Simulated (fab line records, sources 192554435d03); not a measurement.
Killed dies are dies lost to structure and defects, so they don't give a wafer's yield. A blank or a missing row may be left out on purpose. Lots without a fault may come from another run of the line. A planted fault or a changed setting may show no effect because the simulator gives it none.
Problem report in the 8D (eight disciplines) form, filled by code | flow n5_finfet | the parts of the form that need people (team, actions taken, sign-off) are left out

1. THE PROBLEM
spin_speed_rpm at N5_BEOL_M8_COAT_63 reads a mean of 1596.3 rpm on 9 wafers of 3 lots; wafers without a fault read 1499.9 rpm with a standard deviation of 1. That is +96 standard deviations from the usual mean.
The step: time 60 s, resist thk 60 nm.
First seen on wafer L168.3, day 12 10:42, on litho_track-04. The record holds 15 wafers of 5 lots with a number at this step. Rule for "out", or "out of limits": more than 4 standard deviations from the usual mean. The other wafers with a number count as sound.

2. WHAT IT IS AND WHAT IT IS NOT
question                    | is                     | is not
which readings at this step | spin_speed_rpm         | -
which lots                  | L168, L170, L175       | L158, L177
which wafers of those lots  | all that have a number | -
read on which tools         | litho_track-04         | litho_track-01
when                        | from day 12 10:42      | up to then (3 sound wafers); but 3 sound wafers of L177 came after

3. SUSPECTS, AND WHAT RULES EACH OUT
Counting: a tool at a process step up to the reading stays a suspect if it ran every lot that is out and no sound lot after the first of them.
- litho_track-04 at N5_BEOL_M8_COAT_63 (time 60 s, resist thk 60 nm): kept. It ran every lot that is out, first L168 (day 12 10:42), and no sound lot after that; its last sound lot up to then is L158 (day 9 16:44). Its own readings are out on those wafers: spin_speed_rpm.
Left after counting: litho_track-04 at N5_BEOL_M8_COAT_63.

4. THE CAUSE (what the simulator had put in)
Process parameter drift: litho_track-04, from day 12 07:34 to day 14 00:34, at N5_BEOL_M8_COAT_63. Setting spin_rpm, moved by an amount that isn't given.
Counting left only this tool.

5. THE CHAIN OF EFFECTS, in route order
Each row: a reading whose mean over the struck wafers that have a number lies more than 3 standard deviations from the usual. Only readings for which the record gives a usual standard deviation are gone through. hours: the time from each lot's start at the first step in this table that gives one to its start at this step, as a median over the lots. sigmas: the change in usual standard deviations.
hours | step               | reading        | usual      | on struck wafers | change | sigmas
0     | N5_BEOL_M8_COAT_63 | spin_speed_rpm | 1499.9 rpm | 1596.3           | +96.4  | +96
The process steps in it:
- N5_BEOL_M8_COAT_63: time 60 s, resist thk 60 nm.

6. WHAT WOULD HAVE CAUGHT IT SOONER
In this record the first reading out of limits was taken at day 12 10:42, 3 hours after the fault began at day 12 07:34.
